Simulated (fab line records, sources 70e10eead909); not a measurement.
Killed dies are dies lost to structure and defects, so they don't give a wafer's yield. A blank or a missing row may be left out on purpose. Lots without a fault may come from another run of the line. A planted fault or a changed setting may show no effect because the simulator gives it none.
fab line records | flow nand_harc
record lots=5 wafers=15 last_day=25
route steps=1159 shown A_CHANNEL_HOLE_D1@473 A_CHANNEL_FILL_D1@490 END@1159
lots that met no fault: from a run of the same line without faults
start_h: hours from the record's first day to the start of the lot's first wafer shown | wait_h: hours since the lot's step before | " the same as in the row above | L1.1+2: a row that stands for several wafers | - no value, or no start given | * or withheld: withheld | < > ~ a bound
route shown NAME@n: a module of which the file shows steps, and the number in the route of the first | usual: mean/standard deviation of fault-free wafers | same: alike in all rows | chamber/n: place in a boat | sites: the reading at each site | _std_site: their standard deviation | _edge_site: outer sites' mean less inner sites' | radius_mm: how far each site lies from the wafer's centre | mask NAME#n: copy n | behind: the tool/chamber that last shaped the wafer | hold: why the lot was held/for how many hours/how that ended | device: the transistor (n, p or np) that didn't switch | end of line: the same wafers' tests at the end of the route | a step without rows: its recipe alone | killed: dies lost to structure and defects at the first sort, not the wafer's yield | map: a wafer's dies, x killed, . not, _ none there
set.NAME: the setting as run; set.NAME@STEP: as run at that earlier step | model.NAME: the simulator's own value behind a step, which no gauge read
lots at some steps of the route; a table a step, a row a wafer
services: from which hour (start_h, from the record's first day; less than 0 if before it) a tool's chamber was out of use, for how many hours, and why
## steps
# step NHARC_A_CHANNEL_HOLE_D1_ETCH_21
# recipe bias_v=3000 source_w=withheld pressure_mtorr=20 time_s=514.3 ar_flow_sccm=375 c4f8_flow_sccm=89.3 o2_flow_sccm=35.7 temp_c=-20 target_depth_a=16000 chemistry=C4F8/O2/Ar
# usual drypump_motor_current_A=5.8/0.51 showerhead_plenum_p_Torr=3.73/0.063 throttle_valve_pct=32.156/0.0091
# same time_s=514.3
# columns lot.wafer tool chamber start_h wait_h drypump_motor_current_A rf_hours_counter_h showerhead_plenum_p_Torr throttle_valve_pct
L216.2 har_etch-01 1 195.97 0.3 5.1 198 3.76 32.150
L216.3 " 1 " " 5.1 - 3.76 32.154
L216.6 " 1 " " 5.1 - 3.76 32.156
L220.1 har_etch-01 1 219.73 0.3 5.1 207 3.75 32.159
L220.3 " 0 " " 5.7 - 3.82 32.139
L220.5 " 0 " " 5.7 - 3.82 32.157
L227.2 har_etch-01 0 250.52 0.3 5.7 222 3.81 32.160
L227.4 " 0 " " 5.7 - 3.81 32.152
L227.5 " 1 " " 5.2 - 3.74 32.149
L230.2 har_etch-01 1 273.77 0.3 5.2 234 3.74 32.139
L230.1 " 0 " " 5.7 234 3.80 32.168
L230.6 " 1 " " 5.2 - 3.74 32.165
L235.1 har_etch-01 0 322.50 0.3 5.7 0 3.79 32.160
L235.3 " 1 " " 5.1 - 3.73 32.155
L235.6 " 0 " " 5.7 - 3.79 32.156
# step NHARC_A_CHANNEL_HOLE_D1_ETCH_22
# recipe bias_v=3000 source_w=withheld pressure_mtorr=20 time_s=666.7 ar_flow_sccm=375 c4f8_flow_sccm=89.3 o2_flow_sccm=35.7 temp_c=-20 target_depth_a=16000 chemistry=C4F8/O2/Ar
# usual drypump_motor_current_A=5.8/0.51 showerhead_plenum_p_Torr=3.73/0.063 throttle_valve_pct=32.155/0.009
# same time_s=666.7
# columns lot.wafer tool chamber start_h wait_h drypump_motor_current_A rf_hours_counter_h showerhead_plenum_p_Torr throttle_valve_pct
L216.2 har_etch-01 1 196.42 0.4 5.2 198 3.76 32.140
L216.3 " 1 " " 5.2 - 3.76 32.166
L216.6 " 1 " " 5.2 - 3.76 32.172
L220.1 har_etch-01 1 220.19 0.4 5.1 208 3.75 32.142
L220.3 " 0 " " 5.7 - 3.82 32.155
L220.5 " 0 " " 5.7 - 3.82 32.150
L227.2 har_etch-01 0 250.96 0.4 5.8 222 3.81 32.146
L227.4 " 0 " " 5.8 - 3.81 32.159
L227.5 " 1 " " 5.1 - 3.74 32.139
L230.2 har_etch-01 1 274.21 0.4 5.2 235 3.74 32.159
L230.1 " 0 " " 5.8 235 3.80 32.153
L230.6 " 1 " " 5.1 - 3.74 32.157
L235.1 har_etch-01 0 322.96 0.4 5.7 1 3.79 32.151
L235.3 " 1 " " 5.1 - 3.73 32.150
L235.6 " 0 " " 5.7 - 3.79 32.140
# step NHARC_A_CHANNEL_HOLE_D1_ETCH_23
# recipe bias_v=5000 source_w=withheld pressure_mtorr=20 time_s=819 ar_flow_sccm=375 c4f8_flow_sccm=89.3 o2_flow_sccm=35.7 temp_c=-20 target_depth_a=16000 chemistry=C4F8/O2/Ar
# step NHARC_A_CHANNEL_HOLE_D1_ETCH_24
# recipe bias_v=5000 source_w=withheld pressure_mtorr=20 time_s=906.2 ar_flow_sccm=375 c4f8_flow_sccm=93.8 o2_flow_sccm=31.2 temp_c=-20 target_depth_a=15000 chemistry=C4F8/O2/Ar
# usual drypump_motor_current_A=5.8/0.51 showerhead_plenum_p_Torr=3.73/0.063 throttle_valve_pct=32.236/0.0094
# same time_s=906.2
# columns lot.wafer tool chamber start_h wait_h drypump_motor_current_A rf_hours_counter_h showerhead_plenum_p_Torr throttle_valve_pct
L216.2 har_etch-01 1 197.68 0.6 5.1 200 3.75 32.236
L216.3 " 1 " " 5.1 - 3.75 32.247
L216.6 " 1 " " 5.1 - 3.75 32.222
L220.1 har_etch-01 1 221.49 0.6 5.1 209 3.75 32.229
L220.3 " 0 " " 5.8 - 3.81 32.234
L220.5 " 0 " " 5.8 - 3.81 32.247
L227.2 har_etch-01 0 252.22 0.6 5.7 224 3.80 32.235
L227.4 " 0 " " 5.7 - 3.80 32.236
L227.5 " 1 " " 5.2 - 3.74 32.247
L230.2 har_etch-01 1 275.47 0.6 5.1 236 3.73 32.225
L230.1 " 0 " " 5.7 236 3.79 32.247
L230.6 " 1 " " 5.1 - 3.73 32.247
L235.1 har_etch-01 0 324.27 0.6 5.7 2 3.79 32.239
L235.3 " 1 " " 5.2 - 3.72 32.231
L235.6 " 0 " " 5.8 - 3.79 32.223
# step NHARC_A_CHANNEL_HOLE_D1_ETCH_25
# recipe bias_v=5000 source_w=withheld pressure_mtorr=20 time_s=1040.2 ar_flow_sccm=375 c4f8_flow_sccm=93.8 o2_flow_sccm=31.2 temp_c=-20 target_depth_a=15000 chemistry=C4F8/O2/Ar
# step NHARC_A_CHANNEL_HOLE_D1_ETCH_26
# recipe bias_v=300 source_w=2000 pressure_mtorr=30 time_s=224.1 ar_flow_sccm=375 c4f8_flow_sccm=11.4 o2_flow_sccm=113.6 temp_c=-20 target_depth_a=3000 chemistry=C4F8/O2/Ar
# step NHARC_A_CHANNEL_HOLE_D1_ETCH_33
# recipe bias_v=400 source_w=2000 pressure_mtorr=25 time_s=90 ar_flow_sccm=375 c4f8_flow_sccm=41.7 o2_flow_sccm=83.3 temp_c=-20 target_depth_a=4000 chemistry=C4F8/O2/Ar
# step NHARC_A_CHANNEL_HOLE_D1_STRIP_41
# recipe n2_flow_sccm=150 h2_flow_sccm=150 ar_flow_sccm=0 bias_w=0 chemistry=N2/H2
# step NHARC_A_CHANNEL_HOLE_D1_STRIP_42
# recipe cf4_flow_sccm=100 chf3_flow_sccm=30 ar_flow_sccm=0 bias_w=0 chemistry=CF4/CHF3
# step NHARC_A_CHANNEL_HOLE_D1_STRIP_43
# recipe o2_flow_sccm=400 cos_flow_sccm=20 ar_flow_sccm=0 bias_w=0 chemistry=O2/COS
# step NHARC_A_CHANNEL_HOLE_D1_ETCH_44
# recipe target_depth_a=1400 overetch_a=140 time_s=77 ion_energy_ev=100 cf4_flow_sccm=80 o2_flow_sccm=20 ar_flow_sccm=0 rf_w=300 bias_w=100 chemistry=CF4/O2
# usual bias_w=100.0/0.32 drypump_motor_current_A=5.6/0.4 oes_ar_750_au=1.000/0.0045 oes_product_au=0.999/0.008 rf_vpp_V=198.2/1.5 showerhead_plenum_p_Torr=1.35/0.064 throttle_valve_pct=13.397/0.0095
# same time_s=77
# columns lot.wafer tool chamber start_h wait_h bias_w drypump_motor_current_A oes_ar_750_au oes_product_au rf_hours_counter_h rf_vpp_V showerhead_plenum_p_Torr throttle_valve_pct
L216.2 rie_diel-11 1 200.27 0.1 100.1 4.7 0.997 0.992 0 199.8 1.42 13.386
L216.3 " 3 " " 100.1 5.4 0.993 1.003 0 198.8 1.30 13.396
L216.6 " 2 " " 99.8 5.9 0.997 1.004 - 198.1 1.38 13.390
L220.1 rie_diel-13 2 223.96 0.1 100.1 5.2 0.995 0.979 9 198.0 1.27 13.419
L220.3 " 3 " " 100.1 5.6 1.001 0.986 10 197.7 1.34 13.394
L220.5 " 2 " " 99.9 5.2 1.004 0.979 - 195.8 1.27 13.392
L227.2 rie_diel-11 1 254.82 0.1 99.2 4.7 0.996 0.995 4 199.9 1.42 13.382
L227.4 " 3 " " 99.8 5.4 1.004 1.010 4 197.3 1.30 13.404
L227.5 " 2 " " 99.8 5.9 0.986 1.002 - 199.8 1.38 13.392
L230.1 rie_diel-11 0 278.08 0.1 100.0 5.5 1.004 1.003 4 195.2 1.27 13.402
L230.2 " 3 " " 100.0 5.4 0.995 1.008 5 197.6 1.30 13.412
L230.6 " 0 " " 100.3 5.5 0.995 1.007 - 197.3 1.27 13.409
L235.3 rie_diel-02 2 326.77 0.1 100.4 5.5 0.995 0.987 12 200.1 1.42 13.390
L235.1 " 0 " " 100.0 5.7 1.003 0.994 12 198.7 1.36 13.385
L235.6 " 2 " " 100.0 5.5 1.001 1.003 - 199.0 1.42 13.386
# step NHARC_A_CHANNEL_HOLE_D1_STRIP_27
# recipe o2_flow_sccm=500 ar_flow_sccm=0 bias_w=0 chemistry=O2
# usual drypump_motor_current_A=5.6/0.37 oes_product_au=1.000/0.0079 rf_vpp_V=57.8/0.85 showerhead_plenum_p_Torr=3.57/0.16 throttle_valve_pct=17.035/0.009
# same bias_w=0
# columns lot.wafer tool chamber start_h wait_h drypump_motor_current_A oes_product_au rf_hours_counter_h rf_vpp_V showerhead_plenum_p_Torr throttle_valve_pct
L216.2 rie_diel-11 2 - - 5.9 1.005 0 58.2 3.64 17.039
L216.3 " 0 " " 5.4 1.019 0 58.4 3.36 17.021
L216.6 " 3 " " 5.4 0.997 - 58.5 3.45 17.033
L220.3 rie_diel-13 2 - - 5.2 0.996 9 58.8 3.36 17.049
L220.1 " 1 " " 6.0 1.002 9 57.9 3.55 17.051
L220.5 " 2 " " 5.2 0.995 - 56.9 3.37 17.042
L227.2 rie_diel-11 1 - - 4.8 0.990 4 58.4 3.73 17.033
L227.4 " 2 " " 5.9 0.992 4 56.2 3.64 17.034
L227.5 " 3 " " 5.4 0.998 - 57.9 3.45 17.022
L230.2 rie_diel-11 2 - - 5.9 0.992 6 58.2 3.64 17.050
L230.1 " 1 " " 4.8 0.998 5 58.5 3.73 17.023
L230.6 " 3 " " 5.4 1.009 - 57.5 3.45 17.049
L235.1 rie_diel-02 2 - - 5.5 1.005 12 58.8 3.74 17.039
L235.3 " 0 " " 5.7 1.012 12 57.3 3.60 17.026
L235.6 " 3 " " 5.9 1.015 - 58.2 3.71 17.023
# step NHARC_A_CHANNEL_HOLE_D1_PRECLEAN_28
# recipe time_s=* temp_c=50 bath_age_min=0 chemistry=SC1
# same time_s=*
# columns lot.wafer tool chamber start_h wait_h
L216.3+6+2 wet_bench-01 0,3,4 200.93 -
L220.3+5+1 wet_bench-09 0,3,4 224.61 -
L227.5+2+4 wet_bench-01 0,2,3 255.48 -
L230.6+1+2 wet_bench-06 3,5,0 278.74 -
L235.1+6+3 wet_bench-09 6,7,2 327.43 -
# step NHARC_A_CHANNEL_HOLE_D1_SRD_29
# step NHARC_A_CHANNEL_HOLE_D1_CD_MEAS_30
# usual cd_nm=89.4/1.3
# columns lot.wafer tool chamber start_h wait_h cd_nm
L216.2 cd_sem-03 - 201.07 - 87.2
L216.3 " - " " 89.3
L216.6 " - " " 89.8
L220.1 cd_sem-03 - 224.74 - 89.9
L220.3 " - " " 89.8
L220.5 " - " " 88.2
L227.2 cd_sem-02 - 255.62 - 87.7
L227.4 " - " " 89.1
L227.5 " - " " 87.8
L230.1 cd_sem-01 - 278.88 - 87.5
L230.2 " - " " 88.6
L230.6 " - " " 88.7
L235.1 cd_sem-01 - 327.57 - 90.4
L235.3 " - " " 88.9
L235.6 " - " " 89.0
# step NHARC_A_CHANNEL_HOLE_D1_XSEM_31
# recipe landing_energy_ev=35000
# step NHARC_A_CHANNEL_HOLE_D1_INSPECT_40
# usual raw_defect_count=58/16
# columns lot.wafer tool chamber start_h wait_h raw_defect_count
L216.2 defect_inspect-01 - 201.25 - 62
L216.3 " - " " 88
L216.6 " - " " 74
L220.1 defect_inspect-02 - 224.93 - 377
L220.3 " - " " 59
L220.5 " - " " 87
L227.2 defect_inspect-02 - 255.81 - 60
L227.4 " - " " 60
L227.5 " - " " 82
L230.1 defect_inspect-02 - 279.06 - 41
L230.2 " - " " 59
L230.6 " - " " 44
L235.1 defect_inspect-01 - 327.75 - 58
L235.3 " - " " 57
L235.6 " - " " 58
# step NHARC_A_CHANNEL_FILL_D1_PRECLEAN_00
# recipe time_s=* temp_c=50 bath_age_min=0 chemistry=SC1
# step NHARC_END_SORT_01
# recipe temp_c=25
# usual killed_at_array=28/11 killed_at_other=0.7/1.1 killed_at_periphery=2.9/2 killed_dies=32/11 killed_open=3.2/1.8 killed_short=2.0/1.4
# same gross_dies=677
# columns lot.wafer tool chamber start_h wait_h killed_at_array killed_at_other killed_at_periphery killed_dies killed_open killed_short
L220.1 prober-01 0 475.22 2.5 93 1 6 100 4 2
L230.1 prober-01 0 534.04 2.5 25 2 1 28 1 1
L230.2 prober-01 0 534.83 2.8 40 0 1 41 3 1
L230.6 prober-01 0 538.00 4.0 25 1 0 26 3 2
# killed by level:class
L220.1 A_CHANNEL_HOLE_D1:unspecified=64 A_CHANNEL_HOLE_D1:chamber_film_flake=18 A_STAIRCASE:chamber_film_flake=4 P_GATE:chamber_film_flake=3 A_CONTACT:chamber_film_flake=2 P_GATE:geometric_particle:open=1 P_CONTACT:geometric_particle:open=1 A_ONON_D1:geometric_particle:short=1
L230.1 A_CHANNEL_HOLE_D1:chamber_film_flake=17 A_SGD_CUT:chamber_film_flake=2 A_WL_FILL:chamber_film_flake=2 THIN_TSV:chamber_film_flake=2 P_M2:geometric_particle:short=1 A_CONTACT:geometric_particle:open=1 A_CHANNEL_FILL_D1:chamber_film_flake=1 A_STAIRCASE:chamber_film_flake=1
L230.2 A_CHANNEL_HOLE_D1:chamber_film_flake=25 A_STAIRCASE:chamber_film_flake=7 A_M0:geometric_particle:open=2 A_WL_FILL:chamber_film_flake=2 P_CONTACT:geometric_particle:open=1 A_ONON_D1:geometric_particle:short=1 A_SGD_CUT:chamber_film_flake=1 A_SLIT:chamber_film_flake=1
L230.6 A_CHANNEL_HOLE_D1:chamber_film_flake=12 A_SGD_CUT:chamber_film_flake=3 A_CONTACT:chamber_film_flake=3 A_WL_FILL:chamber_film_flake=2 A_SGD_CUT:geometric_particle:open=1 A_CONTACT:geometric_particle:open=1 A_CONTACT:geometric_particle:short=1 A_BONDPAD:geometric_particle:short=1
# map L220.1 (x killed, . not)
____________.____________
_________......._________
_______..........._______
______.............______
_____..............._____
____.................____
____....x............____
___................x..___
___...................___
__.....................__
__.....................__
_..............x........_
_......................._
_......................x_
_......................._
_......................._
.........................
................x.......x
........xx...............
.....xxxxx......x........
.....xxxxxxx.............
_..x.xxxxxxx.....x......_
_...xxxxxxx............._
_...xxxxxxx............._
_xx..xxxxxxxx..........._
_...xxxxxxx.xx.........._
__x..xxxxxx.xxx........__
__...xxxxxxxxx.........__
___...x..xxxxxx.......___
___.x.xx.x.x.x........___
____.......x.........____
____.....x.........xx____
_____..............._____
______.............______
_______..........._______
_________......._________
____________x____________
# map L235.3 (x killed, . not)
____________.____________
_________......._________
_______x.........._______
______.............______
_____..............._____
____.....x.......x...____
____...............x.____
___..x............x.xx___
___.............x.xxxx___
__...x............xxxx.__
__......x.........xx..x__
_........x...........xx._
_..................x...._
_...................x..._
_...............x...x..._
_......x.x.............._
...........x..........x..
.........................
.........................
........................x
.........................
_x......................_
_...............x......._
_......................._
_......................._
_....................x.._
__........x............__
__........x............__
___...........x.......___
___........xx.........___
____.......x.........____
____.......x.........____
_____..............._____
______.............______
_______..........._______
_________......._________
____________.____________
## services
# columns tool chamber start_h hours kind
rie_diel-11 - 189.50 9.0 pm
rie_diel-11 0 189.50 9.0 vent_cycle
rie_diel-11 1 189.50 9.0 vent_cycle
rie_diel-11 2 189.50 9.0 vent_cycle
rie_diel-11 3 189.50 9.0 vent_cycle
rie_diel-11 0 198.50 - clean
rie_diel-11 1 198.50 - clean
rie_diel-11 2 198.50 - clean
wet_bench-09 - 209.53 1.0 repair
wet_bench-01 - 213.60 8.0 pm
rie_diel-11 - 215.80 2.6 repair
rie_diel-13 - 230.35 0.8 repair
rie_diel-13 1 233.97 10.8 repair
rie_diel-13 - 276.23 9.0 pm
wet_bench-06 - 285.55 2.5 repair
wet_bench-09 - 288.80 8.0 pm
har_etch-01 - 305.00 17.0 pm
har_etch-01 0 305.00 17.0 vent_cycle
har_etch-01 1 305.00 17.0 vent_cycle
wet_bench-06 - 305.61 8.0 pm
har_etch-01 0 322.00 - clean
har_etch-01 0 322.00 - consumable_replace:focus_ring
har_etch-01 1 322.00 - clean
har_etch-01 1 322.00 - consumable_replace:focus_ring
## key
first_sign step=NHARC_A_CHANNEL_HOLE_D1_INSPECT_40 reading=raw_defect_count direction=up sigmas=21 usual=58 struck=377
effect step=NHARC_END_SORT_01 reading=killed_dies direction=up sigmas=6 usual=32 struck=100
more_kills_born_at NHARC_A_CHANNEL_HOLE_D1_PRECLEAN_28@wet_bench-09=64
met_at NHARC_A_CHANNEL_HOLE_D1_PRECLEAN_28
struck_wafers L220.1
tester_left_out L220
fault kind=chamber_particle_source tool=wet_bench-09 chamber=4 onset_h=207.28 steps=NHARC_A_CHANNEL_HOLE_D1_PRECLEAN_28 rate_per_visit_cm2=0.44692 end_h=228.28
# tester_left_out: of these lots the tester's yield and bins aren't shown, on N5 and GAA mostly nor the transistor test; their killed dies are dies lost to structure and defects alone, not to doping, threshold or leakage, so they don't give the yield
